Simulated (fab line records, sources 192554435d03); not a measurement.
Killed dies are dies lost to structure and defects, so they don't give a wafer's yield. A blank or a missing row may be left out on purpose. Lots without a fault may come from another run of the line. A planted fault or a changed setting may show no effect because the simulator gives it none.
Which tool did it? | flow n5_finfet | 11 lots, 32 wafers sampled, at 3 steps of a route of 1938

WHAT THE GAUGES READ, wafer by wafer
N5_BEOL_M10_CD_MEAS_28: target cd 70 nm.
lot  | measured     | on        | cd_nm (nm)
L643 | day 10 17:30 | cd_sem-03 | 69.9 69.4 70.0
L642 | day 10 17:28 | cd_sem-03 | 70.6 71.2 70.8
L645 | day 11 02:39 | cd_sem-02 | 69.0 68.9 68.9
L646 | day 11 09:20 | cd_sem-02 | 69.3 68.3 68.3
L648 | day 11 20:18 | cd_sem-02 | 70.9 70.4 70.1
L647 | day 12 01:58 | cd_sem-03 | 69.5 69.9 69.8
L649 | day 12 02:08 | cd_sem-01 | 69.7 70.6 70.5
L653 | day 13 04:27 | cd_sem-01 | 69.9 69.9
L661 | day 15 04:34 | cd_sem-03 | 70.3 69.6 70.4
L663 | day 15 12:17 | cd_sem-02 | 70.1 70.8 71.1
L662 | day 16 00:25 | cd_sem-02 | 70.5 70.4 71.0

WHICH TOOL RAN EACH LOT (tool, then ch and the chambers of the sampled wafers, then the start)
lot  | N5_BEOL_M10_HM_DEP_02        | N5_BEOL_M10_STRIP_67
L643 | pvd_sputter-01, day 10 15:28 | rie_diel-01 ch 1,2,3, day 10 16:17
L642 | pvd_sputter-01, day 10 15:43 | rie_diel-02 ch 1,2,3, day 10 16:32
L645 | pvd_sputter-03, day 11 00:21 | rie_diel-01 ch 0,1, day 11 01:10
L646 | pvd_sputter-03, day 11 07:24 | rie_diel-04 ch 0,2,3, day 11 08:35
L648 | pvd_sputter-03, day 11 18:43 | rie_diel-04 ch 1,2,3, day 11 19:35
L647 | pvd_sputter-01, day 11 23:00 | rie_diel-01 ch 0,1,2, day 12 00:13
L649 | pvd_sputter-03, day 11 23:01 | rie_diel-02 ch 1,2,3, day 12 00:14
L653 | pvd_sputter-03, day 13 02:28 | rie_diel-04 ch 0, day 13 03:47
L661 | pvd_sputter-02, day 15 03:12 | rie_diel-01 ch 0,1,3, day 15 03:53
L663 | pvd_sputter-03, day 15 09:52 | rie_diel-02 ch 1,2,3, day 15 10:45
L662 | pvd_sputter-02, day 15 22:07 | rie_diel-02 ch 2,3, day 15 22:56
- N5_BEOL_M10_HM_DEP_02: deposits TiN, target thk 20 nm.
- N5_BEOL_M10_STRIP_67: strips in CF4.

WHAT THE TOOLS THEMSELVES READ (means of the sampled wafers that have a number; where no wafer has one, the mark that the record gives instead)
N5_BEOL_M10_HM_DEP_02.
lot  | tool           | substrate_temp_c (C) | throttle_valve_pct (%)
L643 | pvd_sputter-01 | 24.96                | 29.6
L642 | pvd_sputter-01 | 25.01                | 28.6
L645 | pvd_sputter-03 | 25.02                | 29.3
L646 | pvd_sputter-03 | 24.98                | 29.5
L648 | pvd_sputter-03 | 25.00                | 29.9
L647 | pvd_sputter-01 | 25.04                | 30.1
L649 | pvd_sputter-03 | 24.93                | 29.8
L653 | pvd_sputter-03 | 25.01                | 29.0
L661 | pvd_sputter-02 | 24.95                | 29.1
L663 | pvd_sputter-03 | 24.95                | 29.1
L662 | pvd_sputter-02 | 25.04                | 29.5

N5_BEOL_M10_STRIP_67.
lot  | tool        | drypump_motor_current_A (A) | oes_product_au (a.u.) | rf_vpp_V (V) | showerhead_plenum_p_Torr (Torr) | throttle_valve_pct (%)
L643 | rie_diel-01 | 6.0                         | 0.81                  | 271.5        | 1.83                            | 13.65
L642 | rie_diel-02 | 5.1                         | 0.77                  | 269.5        | 1.75                            | 13.66
L645 | rie_diel-01 | 6.0                         | 0.86                  | 271.4        | 1.80                            | 13.55
L646 | rie_diel-04 | 5.5                         | 0.84                  | 272.0        | 1.82                            | 13.69
L648 | rie_diel-04 | 5.3                         | 0.87                  | 270.9        | 1.80                            | 13.61
L647 | rie_diel-01 | 5.9                         | 0.83                  | 271.1        | 1.82                            | 13.51
L649 | rie_diel-02 | 5.1                         | 0.76                  | 270.7        | 1.75                            | 13.67
L653 | rie_diel-04 | 5.5                         | 0.83                  | 272.1        | 1.81                            | 13.70
L661 | rie_diel-01 | 6.1                         | 0.78                  | 270.7        | 1.80                            | 13.80
L663 | rie_diel-02 | 5.1                         | 0.73                  | 269.7        | 1.74                            | 13.74
L662 | rie_diel-02 | 5.0                         | 0.69                  | 269.5        | 1.73                            | 13.95

THE ANSWER, worked out from the rows above alone
Rule: what is usual is taken from the lots themselves. Put in order of their means at a reading, lots are off if they are a third of the lots or fewer, leave a main group of 4 or more, and stand apart from it by a gap of 3 or more times the standard deviation of the main group's means; of several such gaps the widest counts. A main group whose means are all the same, to the digits that the tables above print for the reading, isn't used. A lot without any number at a reading at which 4 lots or more have one is off too. The other lots that the step has rows for count as sound. The gauges are gone through in route order, then the tools' own readings, and for those a lot's mean is taken as printed above. The first step at which some lot is off is used, and at that step the reading that is off furthest; a lot without a number counts as furthest.
No lot is off at any reading shown: from this, nothing can be told.

WHAT THE SIMULATOR HAD PUT IN
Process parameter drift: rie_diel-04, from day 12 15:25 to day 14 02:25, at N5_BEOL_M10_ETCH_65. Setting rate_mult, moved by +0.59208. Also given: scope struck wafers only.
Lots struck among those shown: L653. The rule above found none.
